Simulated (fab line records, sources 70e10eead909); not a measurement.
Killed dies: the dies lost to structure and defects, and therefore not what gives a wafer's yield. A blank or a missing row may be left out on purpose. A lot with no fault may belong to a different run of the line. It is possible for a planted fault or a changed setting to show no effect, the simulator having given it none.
Which tool was responsible? | flow nandHarc | 24 lots, 72 wafers sampled, at 6 steps of a route of 1159

## WHAT THE GAUGES READ, wafer by wafer
The record lacks any reading of a measuring or inspecting step that a usual standard deviation could be used to judge.

## TOOL THAT RAN EACH LOT (tool first, then ch and the chambers of the sampled wafers, then the start)
lot  | NHARC_P_GATE_STRIP_75               | NHARC_P_GATE_DEGAS_109      | NHARC_P_M0_ETCH_15                           | NHARC_P_M0_PVD_20                      | NHARC_P_M1_DEP_33               | NHARC_P_BONDPAD_ACTIVATE_29
L074 | plasmaAsher-02 ch 0,1, day 4 22:49  | pvdSputter-01, day 5 03:20  | rieDiel-05 ch 0,1,3, day 5 17:17 or earlier  | pvdSputter-01, day 5 17:17 or earlier  | pecvd-01 ch 0,2, day 5 17:17    | rieDiel-11 ch 2,3, day 6 02:00
L075 | plasmaAsher-02 ch 0,1, day 5 07:55  | pvdSputter-01, day 5 12:47  | rieDiel-05 ch 0,1,2, day 6 02:50 or earlier  | pvdSputter-01, day 6 02:50 or earlier  | pecvd-01 ch 0,1,2, day 6 02:50  | rieDiel-11 ch 0,1,3, day 6 11:16
L077 | plasmaAsher-01 ch 0,1, day 6 00:08  | pvdSputter-03, day 6 04:51  | rieDiel-10 ch 0,2,3, day 7 00:22 or earlier  | pvdSputter-02, day 7 00:22 or earlier  | pecvd-01 ch 1,2, day 7 00:22    | rieDiel-11 ch 0,2,3, day 7 09:29
L076 | plasmaAsher-02 ch 0,1, day 6 02:58  | pvdSputter-02, day 6 07:46  | rieDiel-04 ch 1,2, day 6 23:22 or earlier    | pvdSputter-01, day 6 23:22 or earlier  | pecvd-02 ch 0,1,2, day 6 23:22  | rieDiel-01 ch 0,3, day 7 08:04
L079 | plasmaAsher-02 ch 1, day 6 06:40    | pvdSputter-03, day 6 11:18  | rieDiel-05 ch 2,3, day 7 01:29 or earlier    | pvdSputter-02, day 7 01:29 or earlier  | pecvd-02 ch 0,1,2, day 7 01:29  | rieDiel-11 ch 1,3, day 7 10:11
L078 | plasmaAsher-01 ch 0,1, day 6 08:39  | pvdSputter-01, day 6 13:07  | rieDiel-05 ch 1,2,3, day 7 08:25 or earlier  | pvdSputter-01, day 7 08:25 or earlier  | pecvd-03 ch 0,1, day 7 08:25    | rieDiel-11 ch 1,2,3, day 7 16:53
L081 | plasmaAsher-02 ch 0,1, day 6 21:46  | pvdSputter-02, day 7 02:31  | rieDiel-10 ch 2,3, day 7 22:23 or earlier    | pvdSputter-03, day 7 22:23 or earlier  | pecvd-01 ch 0,1,2, day 7 22:23  | rieDiel-11 ch 0,1,2, day 8 06:55
L080 | plasmaAsher-01 ch 0,1, day 6 22:04  | pvdSputter-03, day 7 02:49  | rieDiel-04 ch 0,1,2, day 7 22:36 or earlier  | pvdSputter-02, day 7 22:36 or earlier  | pecvd-02 ch 0,2, day 7 22:36    | rieDiel-11 ch 0,2,3, day 8 07:20
L082 | plasmaAsher-02 ch 0,1, day 7 13:43  | pvdSputter-03, day 7 19:14  | rieDiel-04 ch 0,2, day 8 09:10 or earlier    | pvdSputter-01, day 8 09:10 or earlier  | pecvd-02 ch 1,2, day 8 09:10    | rieDiel-11 ch 1,2, day 8 17:44
L083 | plasmaAsher-02 ch 0,1, day 7 17:34  | pvdSputter-03, day 7 23:34  | rieDiel-04 ch 0,2, day 8 15:02 or earlier    | pvdSputter-03, day 8 15:02 or earlier  | pecvd-02 ch 0,2, day 8 15:02    | rieDiel-02 ch 2,3, day 8 23:42
L084 | plasmaAsher-02 ch 0,1, day 7 21:55  | pvdSputter-02, day 8 04:02  | rieDiel-04 ch 0,1,2, day 8 20:32 or earlier  | pvdSputter-02, day 8 20:32 or earlier  | pecvd-01 ch 0,1, day 8 20:32    | rieDiel-01 ch 0,3, day 9 05:23
L087 | plasmaAsher-02 ch 0,1, day 8 11:40  | pvdSputter-01, day 9 02:17  | rieDiel-04 ch 0,1,2, day 10 01:33 or earlier | pvdSputter-02, day 10 01:33 or earlier | pecvd-03 ch 0,1,2, day 10 01:33 | rieDiel-11 ch 0,1,3, day 10 10:40
L086 | plasmaAsher-02 ch 0,1, day 8 12:19  | pvdSputter-03, day 9 04:33  | rieDiel-10 ch 0,2,3, day 10 01:56 or earlier | pvdSputter-02, day 10 01:56 or earlier | pecvd-03 ch 0,2, day 10 01:56   | rieDiel-11 ch 0,1,2, day 10 11:08
L085 | plasmaAsher-02 ch 0,1, day 8 13:41  | pvdSputter-02, day 9 05:19  | rieDiel-04 ch 1,2, day 10 02:45 or earlier   | pvdSputter-02, day 10 02:45 or earlier | pecvd-02 ch 0,2, day 10 02:45   | rieDiel-01 ch 0,2,3, day 10 11:44
L088 | plasmaAsher-02 ch 0,1, day 9 02:21  | pvdSputter-02, day 9 08:49  | rieDiel-10 ch 0,1,3, day 10 03:36 or earlier | pvdSputter-02, day 10 03:36 or earlier | pecvd-01 ch 0,2, day 10 03:36   | rieDiel-11 ch 0,1,2, day 10 12:32
L089 | plasmaAsher-02 ch 0,1, day 9 08:53  | pvdSputter-01, day 9 14:16  | rieDiel-10 ch 1,2,3, day 10 06:47 or earlier | pvdSputter-01, day 10 06:47 or earlier | pecvd-01 ch 0,1,2, day 10 06:47 | rieDiel-11 ch 2,3, day 10 16:00
L090 | plasmaAsher-02 ch 0,1, day 9 11:39  | pvdSputter-02, day 9 17:21  | rieDiel-05 ch 2,3, day 10 09:54 or earlier   | pvdSputter-03, day 10 09:54 or earlier | pecvd-03 ch 0,1,2, day 10 09:54 | rieDiel-11 ch 1,2, day 10 19:13
L092 | plasmaAsher-02 ch 0,1, day 9 17:08  | pvdSputter-01, day 9 22:43  | rieDiel-05 ch 1,2,3, day 10 12:31 or earlier | pvdSputter-03, day 10 12:31 or earlier | pecvd-01 ch 0,1,2, day 10 12:31 | rieDiel-11 ch 0,1,2, day 10 21:34
L091 | plasmaAsher-02 ch 0,1, day 9 17:56  | pvdSputter-01, day 9 23:47  | rieDiel-04 ch 0,1,3, day 10 13:44 or earlier | pvdSputter-01, day 10 13:44 or earlier | pecvd-02 ch 0,1,2, day 10 13:44 | rieDiel-11 ch 0,1, day 10 22:35
L094 | plasmaAsher-02 ch 0,1, day 10 00:25 | pvdSputter-01, day 10 05:06 | rieDiel-04 ch 0,1,2, day 10 19:43 or earlier | pvdSputter-02, day 10 19:43 or earlier | pecvd-01 ch 0,1,2, day 10 19:43 | rieDiel-11 ch 0,2,3, day 11 04:41
L093 | plasmaAsher-02 ch 0,1, day 10 00:47 | pvdSputter-01, day 10 05:55 | rieDiel-10 ch 0,1,3, day 10 20:07 or earlier | pvdSputter-03, day 10 20:07 or earlier | pecvd-03 ch 0,1, day 10 20:07   | rieDiel-11 ch 0,1,2, day 11 05:41
L095 | plasmaAsher-02 ch 0,1, day 10 13:00 | pvdSputter-01, day 10 18:00 | rieDiel-05 ch 2,3, day 11 13:05 or earlier   | pvdSputter-03, day 11 13:05 or earlier | pecvd-03 ch 0,1,2, day 11 13:05 | rieDiel-11 ch 0,2,3, day 11 22:01
L096 | plasmaAsher-01 ch 0,1, day 10 18:22 | pvdSputter-03, day 10 23:06 | rieDiel-04 ch 0,1,3, day 11 13:31 or earlier | pvdSputter-02, day 11 13:31 or earlier | pecvd-02 ch 0,1,2, day 11 13:31 | rieDiel-11 ch 1,2,3, day 11 22:19
L097 | plasmaAsher-01 ch 0,1, day 11 03:53 | pvdSputter-02, day 11 08:34 | rieDiel-04 ch 1,2,3, day 11 22:44 or earlier | pvdSputter-03, day 11 22:44 or earlier | pecvd-03 ch 1,2, day 11 22:44   | rieDiel-02 ch 0,2,3, day 12 07:57
- NHARC_P_GATE_STRIP_75: strips in O2.
- NHARC_P_GATE_DEGAS_109: time 60 s.
- NHARC_P_M0_ETCH_15: etches the open film in C4F8/Ar, target depth 150 nm, overetch 15 nm, time 82.5 s.
- NHARC_P_M0_PVD_20: deposits TaN, target thk 5 nm, time 8.06 s.
- NHARC_P_M1_DEP_33: deposits SiCN, target thk 30 nm.
- NHARC_P_BONDPAD_ACTIVATE_29: chemistry N2, time 60 s.

## WHAT THE TOOLS THEMSELVES READ (means of the sampled wafers that have a number; where no wafer has one, the mark that the record gives instead)
NHARC_P_GATE_STRIP_75. Usual: drypumpMotorCurrentA 5.9 A, standard deviation 0.41; heaterPowerW 361 W, standard deviation 21.
lot  | tool           | drypumpMotorCurrentA (A) | heaterPowerW (W) | flag
L074 | plasmaAsher-02 | 6.1                      | 361              | 
L075 | plasmaAsher-02 | 5.8                      | 360              | 
L077 | plasmaAsher-01 | 5.5                      | 333              | 
L076 | plasmaAsher-02 | 5.9                      | 362              | 
L079 | plasmaAsher-02 | 6.4                      | 366              | 
L078 | plasmaAsher-01 | 5.5                      | 325              | 
L081 | plasmaAsher-02 | 6.1                      | 359              | 
L080 | plasmaAsher-01 | 5.5                      | 322              | 
L082 | plasmaAsher-02 | 6.1                      | 372              | 
L083 | plasmaAsher-02 | 6.1                      | 363              | 
L084 | plasmaAsher-02 | 6.1                      | 359              | 
L087 | plasmaAsher-02 | 6.1                      | 366              | 
L086 | plasmaAsher-02 | 5.8                      | 360              | 
L085 | plasmaAsher-02 | 6.1                      | 363              | 
L088 | plasmaAsher-02 | 6.1                      | 381              | 
L089 | plasmaAsher-02 | 6.1                      | 373              | 
L090 | plasmaAsher-02 | 6.1                      | 376              | 
L092 | plasmaAsher-02 | 5.8                      | 380              | 
L091 | plasmaAsher-02 | 6.1                      | 377              | 
L094 | plasmaAsher-02 | 5.8                      | 380              | 
L093 | plasmaAsher-02 | 6.1                      | 380              | 
L095 | plasmaAsher-02 | 5.8                      | 378              | 
L096 | plasmaAsher-01 | 5.8                      | 338              | 
L097 | plasmaAsher-01 | 5.5                      | 325              | 

NHARC_P_GATE_DEGAS_109. Usual: heaterPowerW at 472 W, with a standard deviation of 57.
lot  | tool          | heaterPowerW (W) | flag
L074 | pvdSputter-01 | 459              | 
L075 | pvdSputter-01 | 456              | 
L077 | pvdSputter-03 | 431              | 
L076 | pvdSputter-02 | 437              | 
L079 | pvdSputter-03 | 468              | 
L078 | pvdSputter-01 | 478              | 
L081 | pvdSputter-02 | 450              | 
L080 | pvdSputter-03 | 463              | 
L082 | pvdSputter-03 | 463              | 
L083 | pvdSputter-03 | 461              | 
L084 | pvdSputter-02 | 475              | 
L087 | pvdSputter-01 | 451              | 
L086 | pvdSputter-03 | 433              | 
L085 | pvdSputter-02 | 494              | 
L088 | pvdSputter-02 | 484              | 
L089 | pvdSputter-01 | 468              | 
L090 | pvdSputter-02 | 478              | 
L092 | pvdSputter-01 | 513              | 
L091 | pvdSputter-01 | 449              | 
L094 | pvdSputter-01 | 537              | 
L093 | pvdSputter-01 | 513              | 
L095 | pvdSputter-01 | 527              | 
L096 | pvdSputter-03 | 467              | 
L097 | pvdSputter-02 | 495              | 

NHARC_P_M0_ETCH_15. Usual: chamberPressureMTorr 24.997 mTorr, standard deviation 0.025; oesProductAu 0.956 a.u., standard deviation 0.024; rfVppV 441.4 V, standard deviation 1.9.
lot  | tool       | chamberPressureMTorr (mTorr) | oesProductAu (a.u.) | rfVppV (V) | flag
L074 | rieDiel-05 | 25.003                       | 0.975               | 441.6      | 
L075 | rieDiel-05 | 24.986                       | 0.968               | 442.8      | 
L077 | rieDiel-10 | 24.990                       | 0.927               | 442.8      | 
L076 | rieDiel-04 | 25.000                       | 0.968               | 440.0      | 
L079 | rieDiel-05 | 25.019                       | 0.965               | 442.0      | 
L078 | rieDiel-05 | 25.005                       | 0.956               | 441.3      | 
L081 | rieDiel-10 | 25.002                       | 0.928               | 444.0      | 
L080 | rieDiel-04 | 25.007                       | 0.975               | 441.4      | 
L082 | rieDiel-04 | 25.006                       | 0.933               | 441.0      | 
L083 | rieDiel-04 | 25.025                       | 0.966               | 440.7      | 
L084 | rieDiel-04 | 25.007                       | 0.993               | 439.9      | 
L087 | rieDiel-04 | 24.987                       | 0.990               | 441.1      | 
L086 | rieDiel-10 | 25.012                       | 0.929               | 442.1      | 
L085 | rieDiel-04 | 25.012                       | 0.990               | 440.1      | 
L088 | rieDiel-10 | 24.988                       | 0.973               | 443.5      | 
L089 | rieDiel-10 | 24.975                       | 0.977               | 441.3      | 
L090 | rieDiel-05 | 25.006                       | 0.969               | 442.1      | 
L092 | rieDiel-05 | 24.999                       | 0.921               | 441.4      | 
L091 | rieDiel-04 | 25.007                       | 0.950               | 441.2      | 
L094 | rieDiel-04 | 25.001                       | 0.941               | 440.5      | 
L093 | rieDiel-10 | 24.969                       | 0.975               | 442.9      | 
L095 | rieDiel-05 | 25.007                       | 0.925               | 438.9      | 
L096 | rieDiel-04 | 25.017                       | 0.931               | 440.9      | 
L097 | rieDiel-04 | 25.006                       | 0.938               | 440.4      | 

NHARC_P_M0_PVD_20. Usual: throttleValvePct at 29.9 %, with a standard deviation of 0.84.
lot  | tool          | throttleValvePct (%) | flag
L074 | pvdSputter-01 | 29.9                 | 
L075 | pvdSputter-01 | 29.5                 | 
L077 | pvdSputter-02 | 30.7                 | 
L076 | pvdSputter-01 | 29.3                 | 
L079 | pvdSputter-02 | 29.2                 | 
L078 | pvdSputter-01 | 29.6                 | 
L081 | pvdSputter-03 | 29.9                 | 
L080 | pvdSputter-02 | 30.2                 | 
L082 | pvdSputter-01 | 30.4                 | 
L083 | pvdSputter-03 | 30.3                 | 
L084 | pvdSputter-02 | 30.0                 | 
L087 | pvdSputter-02 | 29.1                 | 
L086 | pvdSputter-02 | 29.8                 | 
L085 | pvdSputter-02 | 30.2                 | 
L088 | pvdSputter-02 | 30.1                 | 
L089 | pvdSputter-01 | 29.5                 | 
L090 | pvdSputter-03 | 30.1                 | 
L092 | pvdSputter-03 | 30.1                 | 
L091 | pvdSputter-01 | 29.9                 | 
L094 | pvdSputter-02 | 30.0                 | 
L093 | pvdSputter-03 | 29.7                 | 
L095 | pvdSputter-03 | 30.1                 | 
L096 | pvdSputter-02 | 30.0                 | 
L097 | pvdSputter-03 | 30.0                 | 

NHARC_P_M1_DEP_33. Usual: heaterPowerW at 572 W, with a standard deviation of 64.
lot  | tool     | heaterPowerW (W) | flag
L074 | pecvd-01 | 585              | 
L075 | pecvd-01 | 540              | 
L077 | pecvd-01 | 578              | 
L076 | pecvd-02 | 574              | 
L079 | pecvd-02 | 610              | 
L078 | pecvd-03 | 615              | 
L081 | pecvd-01 | 556              | 
L080 | pecvd-02 | 626              | 
L082 | pecvd-02 | 522              | 
L083 | pecvd-02 | 572              | 
L084 | pecvd-01 | 562              | 
L087 | pecvd-03 | 568              | 
L086 | pecvd-03 | 516              | 
L085 | pecvd-02 | 570              | 
L088 | pecvd-01 | 496              | 
L089 | pecvd-01 | 553              | 
L090 | pecvd-03 | 593              | 
L092 | pecvd-01 | 576              | 
L091 | pecvd-02 | 605              | 
L094 | pecvd-01 | 531              | 
L093 | pecvd-03 | 603              | 
L095 | pecvd-03 | 581              | 
L096 | pecvd-02 | 569              | 
L097 | pecvd-03 | 645              | 

NHARC_P_BONDPAD_ACTIVATE_29. Usual: drypumpMotorCurrentA 5.7 A, standard deviation 0.53; oesProductAu 1.000 a.u., standard deviation 0.011; rfVppV 64.1 V, standard deviation 0.92; showerheadPlenumPTorr 1.76 Torr, standard deviation 0.075.
lot  | tool       | drypumpMotorCurrentA (A) | oesProductAu (a.u.) | rfVppV (V) | showerheadPlenumPTorr (Torr) | flag
L074 | rieDiel-11 | 5.2                      | 0.997               | 63.5       | 1.70                         | 
L075 | rieDiel-11 | 5.7                      | 0.996               | 65.4       | 1.76                         | 
L077 | rieDiel-11 | 5.4                      | 0.997               | 63.6       | 1.73                         | 
L076 | rieDiel-01 | 6.1                      | 0.995               | 64.1       | 1.85                         | 
L079 | rieDiel-11 | 6.0                      | 1.004               | 63.6       | 1.76                         | 
L078 | rieDiel-11 | 5.6                      | 0.989               | 64.2       | 1.73                         | 
L081 | rieDiel-11 | 5.8                      | 1.001               | 63.9       | 1.79                         | 
L080 | rieDiel-11 | 5.4                      | 0.990               | 63.4       | 1.73                         | 
L082 | rieDiel-11 | 6.0                      | 0.995               | 63.7       | 1.79                         | 
L083 | rieDiel-02 | 5.9                      | 1.000               | 63.1       | 1.69                         | 
L084 | rieDiel-01 | 6.3                      | 0.999               | 64.6       | 1.85                         | 
L087 | rieDiel-11 | 5.7                      | 1.003               | 64.3       | 1.76                         | 
L086 | rieDiel-11 | 5.9                      | 1.006               | 64.4       | 1.79                         | 
L085 | rieDiel-01 | 5.9                      | 0.993               | 64.7       | 1.83                         | 
L088 | rieDiel-11 | 5.8                      | 1.000               | 64.1       | 1.79                         | 
L089 | rieDiel-11 | 5.2                      | 1.000               | 63.2       | 1.70                         | 
L090 | rieDiel-11 | 6.0                      | 0.998               | 64.3       | 1.79                         | 
L092 | rieDiel-11 | 5.8                      | 0.996               | 64.5       | 1.79                         | 
L091 | rieDiel-11 | 6.2                      | 0.999               | 64.6       | 1.82                         | 
L094 | rieDiel-11 | 5.4                      | 1.008               | 64.5       | 1.73                         | 
L093 | rieDiel-11 | 5.8                      | 1.004               | 63.6       | 1.79                         | 
L095 | rieDiel-11 | 5.4                      | 1.005               | 63.6       | 1.73                         | 
L096 | rieDiel-11 | 5.6                      | 1.007               | 64.4       | 1.73                         | 
L097 | rieDiel-02 | 5.9                      | 0.989               | 63.8       | 1.68                         | 

## THE ANSWER, worked out from the rows above alone
Rule: take the mean of a lot's wafers that have a number; if it is more than 3 standard deviations from the usual mean, the lot is off. Also off: a lot with no number at a reading for which 4 or more lots have one. All remaining lots with rows at the step are treated as sound. Order of review: gauges by route order, followed by the tools' own readings, for which a lot's mean as printed above is used. At the first step where some lot is off, the reading lying furthest off is the one used; lots without a number count as furthest.
No lot is off on any of the readings shown, so nothing can be concluded from this.

## WHAT THE SIMULATOR HAD PUT IN
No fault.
